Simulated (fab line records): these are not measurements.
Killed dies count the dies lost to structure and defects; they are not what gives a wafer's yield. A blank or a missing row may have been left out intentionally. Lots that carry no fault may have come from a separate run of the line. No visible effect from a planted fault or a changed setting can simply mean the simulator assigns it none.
Matching of chambers | flow n5_finfet | N5_BEOL_M10_STRIP_36 on rie_diel-05: 4 sister chambers
The step strips in N2/H2. 16 wafers are shown with their chamber, then 8 later ones without.

== WAFERS PAIRED WITH THEIR CHAMBERS ==
wafer  | chamber | throttle_valve_pct (%) | drypump_motor_current_A (A) | showerhead_plenum_p_Torr (Torr)
L077.3 | 0       | 23.3                   | 5.60                        | 2.53
L077.5 | 2       | 23.8                   | 6.16                        | 2.56
L077.6 | 1       | 23.0                   | 5.82                        | 2.58
L079.2 | 2       | 23.8                   | 6.15                        | 2.56
L079.4 | 1       | 23.0                   | 5.82                        | 2.57
L079.6 | 3       | 23.9                   | 5.96                        | 2.49
L083.2 | 3       | 23.9                   | 5.87                        | 2.49
L083.3 | 1       | 23.0                   | 5.81                        | 2.57
L083.5 | 3       | 23.9                   | 5.91                        | 2.49
L089.2 | 3       | 23.9                   | 5.97                        | 2.48
L089.4 | 0       | 23.3                   | 5.56                        | 2.52
L089.5 | 2       | 23.9                   | 6.14                        | 2.55
L090.2 | 3       | 23.9                   | 5.91                        | 2.48
L090.3 | 0       | 23.3                   | 5.61                        | 2.52
L090.4 | 2       | 24.0                   | 6.14                        | 2.54
L094.1 | 0       | 23.4                   | 5.58                        | 2.52

SIGNATURES, as means of the wafers listed above
reading                  | chamber 0 | chamber 1 | chamber 2 | chamber 3 | scatter within a chamber
throttle_valve_pct       | 23.325    | 23.000    | 23.875    | 23.900    | 0.054
drypump_motor_current_A  | 5.5875    | 5.8167    | 6.1475    | 5.9240    | 0.0267
showerhead_plenum_p_Torr | 2.5225    | 2.5733    | 2.5525    | 2.4860    | 0.00669
Rule: a wafer's distance from a chamber is the root of the sum, over the readings, of the square of ((its reading less the chamber's mean) divided by the reading's scatter). If the next closest chamber is less than 2 further off than the closest, the wafer can't be placed; otherwise it belongs to the closest. The scatter: the root of (the sum of the squares of (reading less its chamber's mean) over the shown wafers, divided by (wafers less chambers)).

== WAFERS WITHOUT THEIR CHAMBER ==
wafer  | throttle_valve_pct (%) | drypump_motor_current_A (A) | showerhead_plenum_p_Torr (Torr)
L094.2 | 24.0                   | 5.90                        | 2.48
L094.3 | 23.9                   | 6.14                        | 2.54
L097.1 | 23.4                   | 5.60                        | 2.52
L097.5 | 23.9                   | 6.15                        | 2.54
L097.6 | 23.1                   | 5.83                        | 2.55
L095.1 | 23.0                   | 5.82                        | 2.55
L095.4 | 23.9                   | 6.16                        | 2.54
L095.5 | 23.1                   | 5.79                        | 2.55

== THE CHAMBER EACH PASSED THROUGH ==
wafer  | from the rows above | in truth
L094.2 | 3                   | 3
L094.3 | 2                   | 2
L097.1 | 0                   | 0
L097.5 | 2                   | 2
L097.6 | 1                   | 1
L095.1 | 1                   | 1
L095.4 | 2                   | 2
L095.5 | 1                   | 1
Placed correctly: 8 of 8. Can't be placed from these rows: 0. Wrongly placed: 0.
